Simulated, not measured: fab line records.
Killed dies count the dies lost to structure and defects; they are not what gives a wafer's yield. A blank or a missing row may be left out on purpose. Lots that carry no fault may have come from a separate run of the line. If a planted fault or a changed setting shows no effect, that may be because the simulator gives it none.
fab line records + flow nand_harc + part 2 of 2: steps 5 to 6 of 6
[record]
- lots = 24
- wafers = 72
- last_day = 24
route steps=1159 shown A_ZERO_WELL@405 A_SOURCE_PLATE@420 A_CHANNEL_FILL_D1@501 A_STAIRCASE@582
lots untouched by any fault: they come from a run of this same line in which no faults occurred
start_h: hours from the record's first day to the start of the lot's first wafer shown + wait_h: how many hours have passed since the lot's step before this one + " repeats the value in the row above + L1.1+2: several wafers, shown together as one row + - no value present, or no start provided + * or withheld: withheld + < > ~ a bound
route shown NAME@n: NAME is a module with steps in the file, n the number in the route of the first one + usual: mean/standard deviation taken from wafers without a fault + same: alike in all rows + chamber/n: place in a boat + sites: per-site readings + _std_site: their standard deviation + _edge_site: mean of outer sites minus mean of inner sites + radius_mm: for every site, how far away it sits from the centre of the wafer + mask NAME#n: copy n + behind: the last tool/chamber to shape the wafer + hold: what put the lot on hold/how long, in hours/how the hold closed + device: names the non-switching transistor (n, p or np) + end of line: tests run on the same wafers once the route is complete + step lacking rows: just its recipe + killed: at the first sort, the dies lost to defects and structure; wafer yield is something else + map: dies across one wafer; x = killed, . = not, _ = none there
set.NAME: the run value of the setting; set.NAME@STEP: its run value at that earlier step + model.NAME: the simulator's own value behind a step, which no gauge read
one table for each step of the route and one row for each wafer, over a sample of lots
services: a tool's chamber out of use, with start hour (start_h, from the record's first day; less than 0 if before it), hours out, and reason
[[steps]]
[step NHARC_A_STAIRCASE_TRIM_189]
[recipe]
- time_s = 211.2
- o2_flow_sccm = 500
- ar_flow_sccm = 0
- bias_w = 0
- chemistry = O2
[usual]
- drypump_motor_current_A = 5.9/0.49
- oes_product_au = 0.998/0.0092
- rf_vpp_V = 57.7/0.92
- showerhead_plenum_p_Torr = 3.45/0.1
- throttle_valve_pct = 17.037/0.0086
| lot.wafer | tool        | chamber | start_h | wait_h | drypump_motor_current_A | oes_product_au | rf_hours_counter_h | rf_vpp_V | showerhead_plenum_p_Torr | throttle_valve_pct |
|-----------|-------------|---------|---------|--------|-------------------------|----------------|--------------------|----------|--------------------------|--------------------|
| L074.2    | rie_diel-13 | 0       | -       | -      | 5.7                     | 1.004          | 47                 | 57.6     | 3.54                     | 17.047             |
| L074.5    | "           | 3       | "       | "      | 6.2                     | 1.008          | -                  | 57.2     | 3.48                     | 17.023             |
| L074.6    | "           | 0       | "       | "      | 5.7                     | 1.014          | -                  | 58.4     | 3.54                     | 17.053             |
| L075.1    | rie_diel-10 | 2       | -       | -      | 5.0                     | 0.987          | 23                 | 58.4     | 3.41                     | 17.050             |
| L075.6    | "           | 1       | "       | "      | 5.4                     | 0.993          | -                  | 59.8     | 3.70                     | 17.042             |
| L075.5    | "           | 3       | "       | "      | 5.8                     | 1.011          | -                  | 57.8     | 3.50                     | 17.044             |
| L076.4    | rie_diel-09 | 2       | -       | -      | 6.5                     | 0.997          | 67                 | 58.0     | 3.36                     | 17.041             |
| L076.2    | "           | 3       | "       | "      | 6.6                     | 1.010          | 66                 | 57.0     | 3.34                     | 17.040             |
| L076.6    | "           | 1       | "       | "      | 6.2                     | 1.012          | -                  | 56.8     | 3.40                     | 17.049             |
| L077.3    | rie_diel-10 | 0       | -       | -      | 5.7                     | 1.004          | 18                 | 57.4     | 3.41                     | 17.024             |
| L077.2    | "           | 1       | "       | "      | 5.4                     | 1.003          | 26                 | 58.6     | 3.70                     | 17.034             |
| L077.5    | "           | 3       | "       | "      | 5.8                     | 1.009          | -                  | 57.0     | 3.50                     | 17.038             |
| L078.1    | rie_diel-10 | 3       | -       | -      | 5.8                     | 1.005          | 28                 | 58.7     | 3.50                     | 17.026             |
| L078.5    | "           | 0       | "       | "      | 5.7                     | 1.009          | -                  | 57.1     | 3.41                     | 17.036             |
| L078.6    | "           | 1       | "       | "      | 5.4                     | 0.996          | -                  | 59.9     | 3.70                     | 17.042             |
| L079.1    | rie_diel-09 | 3       | -       | -      | 6.6                     | 1.008          | 5                  | 58.0     | 3.34                     | 17.051             |
| L079.4    | "           | 1       | "       | "      | 6.1                     | 0.998          | 5                  | 59.2     | 3.40                     | 17.045             |
| L079.2    | "           | 2       | "       | "      | 6.5                     | 0.990          | 4                  | 57.5     | 3.35                     | 17.021             |
| L080.1    | rie_diel-10 | 1       | -       | -      | 5.4                     | 0.988          | 36                 | 57.3     | 3.69                     | 17.036             |
| L080.2    | "           | 2       | "       | "      | 5.1                     | 0.991          | 37                 | 57.8     | 3.41                     | 17.029             |
| L080.5    | "           | 3       | "       | "      | 5.8                     | 1.011          | -                  | 56.0     | 3.50                     | 17.035             |
| L081.4    | rie_diel-09 | 0       | -       | -      | 5.7                     | 0.992          | 9                  | 58.3     | 3.56                     | 17.038             |
| L081.1    | "           | 2       | "       | "      | 6.5                     | 1.006          | 7                  | 57.5     | 3.35                     | 17.036             |
| L081.6    | "           | 0       | "       | "      | 5.6                     | 0.995          | -                  | 57.3     | 3.56                     | 17.025             |
| L082.4    | rie_diel-10 | 2       | -       | -      | 5.0                     | 0.981          | 39                 | 58.2     | 3.40                     | 17.048             |
| L082.1    | "           | 0       | "       | "      | 5.8                     | 1.001          | 31                 | 58.8     | 3.40                     | 17.037             |
| L082.6    | "           | 1       | "       | "      | 5.4                     | 0.993          | -                  | 58.9     | 3.69                     | 17.047             |
| L083.2    | rie_diel-09 | 2       | -       | -      | 6.5                     | 0.975          | 8                  | 58.5     | 3.35                     | 17.046             |
| L083.1    | "           | 0       | "       | "      | 5.7                     | 0.993          | 10                 | 58.0     | 3.56                     | 17.033             |
| L083.5    | "           | 3       | "       | "      | 6.6                     | 1.021          | -                  | 57.1     | 3.34                     | 17.031             |
| L084.3    | rie_diel-13 | 0       | -       | -      | 5.7                     | 0.999          | 5                  | 56.8     | 3.53                     | 17.027             |
| L084.2    | "           | 1       | "       | "      | 6.6                     | 0.999          | 4                  | 56.9     | 3.48                     | 17.043             |
| L084.5    | "           | 2       | "       | "      | 5.9                     | 0.997          | -                  | 57.4     | 3.36                     | 17.065             |
| L087.3    | rie_diel-09 | 2       | -       | -      | 6.5                     | 0.984          | 17                 | 57.5     | 3.35                     | 17.045             |
| L087.6    | "           | 2       | "       | "      | 6.5                     | 1.000          | -                  | 57.9     | 3.35                     | 17.031             |
| L087.5    | "           | 3       | "       | "      | 6.6                     | 1.005          | -                  | 55.9     | 3.33                     | 17.030             |
| L086.3    | rie_diel-13 | 1       | -       | -      | 6.6                     | 1.011          | 11                 | 57.8     | 3.48                     | 17.039             |
| L086.1    | "           | 2       | "       | "      | 5.9                     | 0.992          | 12                 | 57.6     | 3.36                     | 17.037             |
| L086.6    | "           | 1       | "       | "      | 6.6                     | 1.015          | -                  | 58.0     | 3.48                     | 17.036             |
| L085.1    | rie_diel-09 | 0       | -       | -      | 5.6                     | 0.996          | 21                 | 57.4     | 3.55                     | 17.042             |
| L085.6    | "           | 2       | "       | "      | 6.5                     | 0.996          | -                  | 57.3     | 3.34                     | 17.026             |
| L085.5    | "           | 3       | "       | "      | 6.6                     | 1.006          | -                  | 57.6     | 3.33                     | 17.045             |
| L089.2    | rie_diel-13 | 1       | -       | -      | 6.7                     | 1.004          | 14                 | 58.0     | 3.48                     | 17.029             |
| L089.1    | "           | 0       | "       | "      | 5.7                     | 1.009          | 14                 | 57.0     | 3.52                     | 17.037             |
| L089.5    | "           | 1       | "       | "      | 6.6                     | 1.011          | -                  | 57.6     | 3.48                     | 17.025             |
| L088.1    | rie_diel-10 | 1       | -       | -      | 5.4                     | 0.996          | 54                 | 58.8     | 3.68                     | 17.042             |
| L088.4    | "           | 2       | "       | "      | 5.0                     | 0.988          | 56                 | 58.2     | 3.40                     | 17.031             |
| L088.2    | "           | 0       | "       | "      | 5.7                     | 0.986          | 47                 | 58.7     | 3.39                     | 17.035             |
| L090.3    | rie_diel-10 | 3       | -       | -      | 5.8                     | 0.999          | 60                 | 59.0     | 3.48                     | 17.030             |
| L090.1    | "           | 0       | "       | "      | 5.7                     | 0.998          | 49                 | 58.1     | 3.39                     | 17.024             |
| L090.6    | "           | 3       | "       | "      | 5.8                     | 1.003          | -                  | 57.4     | 3.48                     | 17.037             |
| L092.4    | rie_diel-10 | 2       | -       | -      | 5.0                     | 1.007          | 62                 | 58.8     | 3.39                     | 17.034             |
| L092.2    | "           | 3       | "       | "      | 5.8                     | 1.002          | 63                 | 56.4     | 3.48                     | 17.035             |
| L092.1    | "           | 0       | "       | "      | 5.7                     | 0.989          | 52                 | 57.3     | 3.39                     | 17.045             |
| L094.1    | rie_diel-13 | 2       | -       | -      | 5.8                     | 0.999          | 22                 | 57.8     | 3.35                     | 17.030             |
| L094.3    | "           | 0       | "       | "      | 5.7                     | 0.993          | 22                 | 57.3     | 3.52                     | 17.029             |
| L094.4    | "           | 2       | "       | "      | 5.9                     | 0.990          | -                  | 57.6     | 3.35                     | 17.035             |
| L093.3    | rie_diel-13 | 1       | -       | -      | 6.6                     | 0.998          | 23                 | 58.6     | 3.47                     | 17.046             |
| L093.4    | "           | 2       | "       | "      | 5.9                     | 0.995          | 24                 | 56.9     | 3.35                     | 17.051             |
| L093.1    | "           | 3       | "       | "      | 6.2                     | 0.984          | 23                 | 56.6     | 3.46                     | 17.052             |
| L091.1    | rie_diel-09 | 0       | -       | -      | 5.7                     | 0.987          | 33                 | 59.3     | 3.54                     | 17.048             |
| L091.6    | "           | 3       | "       | "      | 6.6                     | 0.998          | -                  | 56.9     | 3.32                     | 17.044             |
| L091.5    | "           | 0       | "       | "      | 5.6                     | 0.988          | -                  | 59.4     | 3.54                     | 17.039             |
| L096.4    | rie_diel-13 | 2       | -       | -      | 5.9                     | 0.992          | 33                 | 57.4     | 3.35                     | 17.027             |
| L096.2    | "           | 0       | "       | "      | 5.7                     | 0.990          | 32                 | 56.5     | 3.51                     | 17.029             |
| L096.6    | "           | 3       | "       | "      | 6.2                     | 0.984          | -                  | 57.3     | 3.45                     | 17.028             |
| L095.1    | rie_diel-09 | 3       | -       | -      | 6.6                     | 1.001          | 42                 | 57.1     | 3.32                     | 17.048             |
| L095.2    | "           | 0       | "       | "      | 5.7                     | 0.978          | 39                 | 57.2     | 3.54                     | 17.050             |
| L095.3    | "           | 1       | "       | "      | 6.2                     | 1.008          | 38                 | 58.2     | 3.38                     | 17.036             |
| L097.3    | rie_diel-09 | 1       | -       | -      | 6.2                     | 1.009          | 44                 | 56.5     | 3.38                     | 17.032             |
| L097.1    | "           | 2       | "       | "      | 6.5                     | 0.989          | 47                 | 58.1     | 3.33                     | 17.036             |
| L097.5    | "           | 3       | "       | "      | 6.6                     | 1.005          | -                  | 55.7     | 3.32                     | 17.046             |
[step NHARC_A_STAIRCASE_TRIM_191]
[recipe]
- time_s = 211.2
- o2_flow_sccm = 500
- ar_flow_sccm = 0
- bias_w = 0
- chemistry = O2
[usual]
- drypump_motor_current_A = 6.0/0.49
- oes_product_au = 1.000/0.0081
- rf_vpp_V = 57.6/0.8
- showerhead_plenum_p_Torr = 3.45/0.1
- throttle_valve_pct = 17.036/0.0099
| lot.wafer | tool        | chamber | start_h | wait_h | drypump_motor_current_A | oes_product_au | rf_hours_counter_h | rf_vpp_V | showerhead_plenum_p_Torr | throttle_valve_pct |
|-----------|-------------|---------|---------|--------|-------------------------|----------------|--------------------|----------|--------------------------|--------------------|
| L074.2    | rie_diel-13 | 3       | -       | -      | 6.2                     | 1.015          | 49                 | 56.7     | 3.48                     | 17.033             |
| L074.6    | "           | 0       | "       | "      | 5.8                     | 1.014          | -                  | 57.8     | 3.54                     | 17.045             |
| L074.5    | "           | 1       | "       | "      | 6.7                     | 1.015          | -                  | 56.4     | 3.49                     | 17.015             |
| L075.1    | rie_diel-10 | 3       | -       | -      | 5.8                     | 1.002          | 23                 | 57.8     | 3.50                     | 17.040             |
| L075.6    | "           | 1       | "       | "      | 5.4                     | 1.000          | -                  | 58.1     | 3.70                     | 17.037             |
| L075.5    | "           | 3       | "       | "      | 5.8                     | 1.010          | -                  | 57.8     | 3.50                     | 17.017             |
| L076.4    | rie_diel-09 | 3       | -       | -      | 6.6                     | 1.008          | 66                 | 58.8     | 3.34                     | 17.042             |
| L076.2    | "           | 0       | "       | "      | 5.7                     | 0.999          | 58                 | 57.1     | 3.56                     | 17.039             |
| L076.6    | "           | 0       | "       | "      | 5.7                     | 1.010          | -                  | 57.1     | 3.56                     | 17.031             |
| L077.3    | rie_diel-10 | 0       | -       | -      | 5.8                     | 1.003          | 18                 | 58.1     | 3.41                     | 17.025             |
| L077.2    | "           | 2       | "       | "      | 5.0                     | 0.990          | 27                 | 57.5     | 3.41                     | 17.019             |
| L077.5    | "           | 0       | "       | "      | 5.8                     | 0.997          | -                  | 57.2     | 3.41                     | 17.031             |
| L078.1    | rie_diel-10 | 0       | -       | -      | 5.7                     | 0.994          | 19                 | 57.6     | 3.41                     | 17.017             |
| L078.6    | "           | 1       | "       | "      | 5.3                     | 0.990          | -                  | 58.6     | 3.70                     | 17.043             |
| L078.5    | "           | 2       | "       | "      | 5.0                     | 0.989          | -                  | 58.7     | 3.41                     | 17.036             |
| L079.4    | rie_diel-09 | 1       | -       | -      | 6.2                     | 0.998          | 5                  | 56.0     | 3.40                     | 17.046             |
| L079.1    | "           | 2       | "       | "      | 6.5                     | 0.991          | 4                  | 58.7     | 3.35                     | 17.043             |
| L079.2    | "           | 0       | "       | "      | 5.7                     | 0.998          | 6                  | 57.5     | 3.56                     | 17.040             |
| L080.1    | rie_diel-10 | 2       | -       | -      | 5.0                     | 0.992          | 37                 | 58.4     | 3.41                     | 17.036             |
| L080.2    | "           | 3       | "       | "      | 5.8                     | 1.013          | 38                 | 58.1     | 3.50                     | 17.044             |
| L080.5    | "           | 2       | "       | "      | 5.0                     | 0.987          | -                  | 56.9     | 3.41                     | 17.055             |
| L081.4    | rie_diel-09 | 0       | -       | -      | 5.6                     | 1.001          | 9                  | 57.4     | 3.56                     | 17.034             |
| L081.1    | "           | 3       | "       | "      | 6.6                     | 1.008          | 8                  | 58.3     | 3.34                     | 17.029             |
| L081.6    | "           | 0       | "       | "      | 5.6                     | 1.009          | -                  | 57.7     | 3.56                     | 17.044             |
| L082.1    | rie_diel-10 | 1       | -       | -      | 5.4                     | 0.997          | 39                 | 59.1     | 3.69                     | 17.036             |
| L082.4    | "           | 2       | "       | "      | 5.1                     | 0.992          | 39                 | 56.8     | 3.40                     | 17.031             |
| L082.6    | "           | 3       | "       | "      | 5.8                     | 1.006          | -                  | 59.1     | 3.49                     | 17.035             |
| L083.1    | rie_diel-09 | 3       | -       | -      | 6.6                     | 1.007          | 9                  | 57.1     | 3.34                     | 17.035             |
| L083.2    | "           | 1       | "       | "      | 6.2                     | 1.006          | 9                  | 57.4     | 3.40                     | 17.021             |
| L083.5    | "           | 3       | "       | "      | 6.6                     | 1.013          | -                  | 57.0     | 3.34                     | 17.037             |
| L084.2    | rie_diel-13 | 3       | -       | -      | 6.2                     | 1.006          | 6                  | 57.9     | 3.47                     | 17.038             |
| L084.3    | "           | 1       | "       | "      | 6.7                     | 1.009          | 4                  | 56.7     | 3.48                     | 17.040             |
| L084.5    | "           | 3       | "       | "      | 6.2                     | 1.000          | -                  | 58.1     | 3.47                     | 17.023             |
| L087.3    | rie_diel-09 | 2       | -       | -      | 6.5                     | 0.994          | 17                 | 57.3     | 3.35                     | 17.038             |
| L087.6    | "           | 3       | "       | "      | 6.6                     | 1.009          | -                  | 56.8     | 3.33                     | 17.035             |
| L087.5    | "           | 0       | "       | "      | 5.6                     | 0.991          | -                  | 58.9     | 3.55                     | 17.032             |
| L086.3    | rie_diel-13 | 2       | -       | -      | 5.9                     | 0.989          | 12                 | 56.9     | 3.36                     | 17.034             |
| L086.1    | "           | 3       | "       | "      | 6.2                     | 0.998          | 13                 | 58.2     | 3.46                     | 17.042             |
| L086.6    | "           | 3       | "       | "      | 6.2                     | 0.994          | -                  | 57.7     | 3.46                     | 17.041             |
| L085.1    | rie_diel-09 | 0       | -       | -      | 5.7                     | 0.988          | 21                 | 58.0     | 3.55                     | 17.053             |
| L085.6    | "           | 0       | "       | "      | 5.7                     | 0.988          | -                  | 56.3     | 3.55                     | 17.029             |
| L085.5    | "           | 1       | "       | "      | 6.2                     | 0.994          | -                  | 57.8     | 3.39                     | 17.033             |
| L089.1    | rie_diel-13 | 1       | -       | -      | 6.6                     | 1.009          | 14                 | 57.1     | 3.48                     | 17.040             |
| L089.2    | "           | 2       | "       | "      | 5.9                     | 1.010          | 15                 | 58.7     | 3.36                     | 17.051             |
| L089.5    | "           | 1       | "       | "      | 6.6                     | 1.010          | -                  | 57.9     | 3.48                     | 17.046             |
| L088.4    | rie_diel-10 | 2       | -       | -      | 5.1                     | 0.988          | 57                 | 57.1     | 3.40                     | 17.042             |
| L088.2    | "           | 0       | "       | "      | 5.7                     | 0.990          | 47                 | 57.5     | 3.39                     | 17.030             |
| L088.1    | "           | 1       | "       | "      | 5.4                     | 1.002          | 55                 | 57.9     | 3.68                     | 17.041             |
| L090.1    | rie_diel-10 | 1       | -       | -      | 5.4                     | 0.993          | 56                 | 57.4     | 3.68                     | 17.030             |
| L090.3    | "           | 0       | "       | "      | 5.7                     | 0.988          | 49                 | 56.9     | 3.39                     | 17.050             |
| L090.6    | "           | 1       | "       | "      | 5.4                     | 0.994          | -                  | 57.7     | 3.68                     | 17.028             |
| L092.4    | rie_diel-10 | 0       | -       | -      | 5.7                     | 0.999          | 52                 | 58.0     | 3.39                     | 17.041             |
| L092.1    | "           | 1       | "       | "      | 5.4                     | 1.006          | 60                 | 59.6     | 3.68                     | 17.035             |
| L092.2    | "           | 2       | "       | "      | 5.1                     | 0.991          | 62                 | 56.9     | 3.39                     | 17.033             |
| L094.1    | rie_diel-13 | 1       | -       | -      | 6.6                     | 0.995          | 21                 | 57.5     | 3.47                     | 17.024             |
| L094.3    | "           | 2       | "       | "      | 5.9                     | 0.993          | 22                 | 57.7     | 3.35                     | 17.053             |
| L094.4    | "           | 2       | "       | "      | 5.9                     | 1.005          | -                  | 58.8     | 3.35                     | 17.022             |
| L093.3    | rie_diel-13 | 3       | -       | -      | 6.2                     | 0.992          | 23                 | 58.0     | 3.46                     | 17.043             |
| L093.4    | "           | 0       | "       | "      | 5.7                     | 1.007          | 24                 | 56.4     | 3.52                     | 17.045             |
| L093.1    | "           | 1       | "       | "      | 6.7                     | 1.006          | 23                 | 56.6     | 3.47                     | 17.037             |
| L091.1    | rie_diel-09 | 1       | -       | -      | 6.2                     | 1.008          | 33                 | 58.4     | 3.38                     | 17.029             |
| L091.6    | "           | 2       | "       | "      | 6.5                     | 0.990          | -                  | 56.4     | 3.34                     | 17.033             |
| L091.5    | "           | 3       | "       | "      | 6.7                     | 1.004          | -                  | 58.5     | 3.32                     | 17.052             |
| L096.2    | rie_diel-13 | 1       | -       | -      | 6.7                     | 0.999          | 31                 | 57.9     | 3.47                     | 17.043             |
| L096.4    | "           | 3       | "       | "      | 6.2                     | 1.003          | 31                 | 56.6     | 3.45                     | 17.039             |
| L096.6    | "           | 1       | "       | "      | 6.6                     | 1.008          | -                  | 57.5     | 3.47                     | 17.039             |
| L095.1    | rie_diel-09 | 2       | -       | -      | 6.5                     | 1.000          | 41                 | 57.5     | 3.33                     | 17.032             |
| L095.2    | "           | 0       | "       | "      | 5.6                     | 0.993          | 39                 | 58.8     | 3.54                     | 17.057             |
| L095.3    | "           | 1       | "       | "      | 6.2                     | 1.007          | 38                 | 57.3     | 3.38                     | 17.029             |
| L097.1    | rie_diel-09 | 2       | -       | -      | 6.5                     | 0.999          | 47                 | 56.3     | 3.33                     | 17.052             |
| L097.3    | "           | 3       | "       | "      | 6.6                     | 1.001          | 47                 | 57.6     | 3.32                     | 17.030             |
| L097.5    | "           | 3       | "       | "      | 6.6                     | 0.995          | -                  | 58.4     | 3.32                     | 17.018             |
[[services]]
| tool        | chamber | start_h | hours | kind   |
|-------------|---------|---------|-------|--------|
| rie_si-01   | 0       | 122.43  | 4.7   | repair |
| rie_diel-01 | 2       | 133.06  | 19.9  | repair |
| rie_diel-10 | 3       | 135.29  | 5.7   | repair |
| rie_diel-01 | -       | 137.85  | 9.0   | pm     |
| rie_diel-09 | 1       | 149.52  | 19.4  | repair |
| rie_diel-09 | -       | 153.22  | 0.5   | repair |
| rie_diel-13 | 1       | 153.99  | 7.6   | repair |
| rie_diel-09 | 0       | 157.09  | 9.5   | repair |
| rie_diel-01 | 3       | 165.38  | 4.7   | repair |
| rie_diel-09 | -       | 166.73  | 0.5   | repair |
| rie_diel-10 | -       | 177.11  | 9.0   | pm     |
| rie_diel-09 | 1       | 223.01  | 2.1   | repair |
| rie_diel-10 | 0       | 236.55  | 13.4  | repair |
| rie_diel-09 | -       | 254.16  | 9.0   | pm     |
| rie_diel-01 | -       | 263.08  | 0.4   | repair |
| rie_diel-13 | 3       | 272.41  | 8.6   | repair |
| rie_diel-13 | -       | 276.04  | 9.0   | pm     |
| rie_diel-13 | 2       | 305.68  | 4.4   | repair |
| rie_diel-01 | -       | 314.85  | 9.0   | pm     |
| rie_diel-01 | 1       | 340.03  | 4.8   | repair |
| rie_diel-01 | 3       | 342.50  | 14.2  | repair |
| rie_diel-10 | -       | 354.16  | 9.0   | pm     |
| rie_diel-13 | -       | 375.21  | 2.7   | repair |
| rie_diel-13 | 2       | 381.87  | 3.8   | repair |
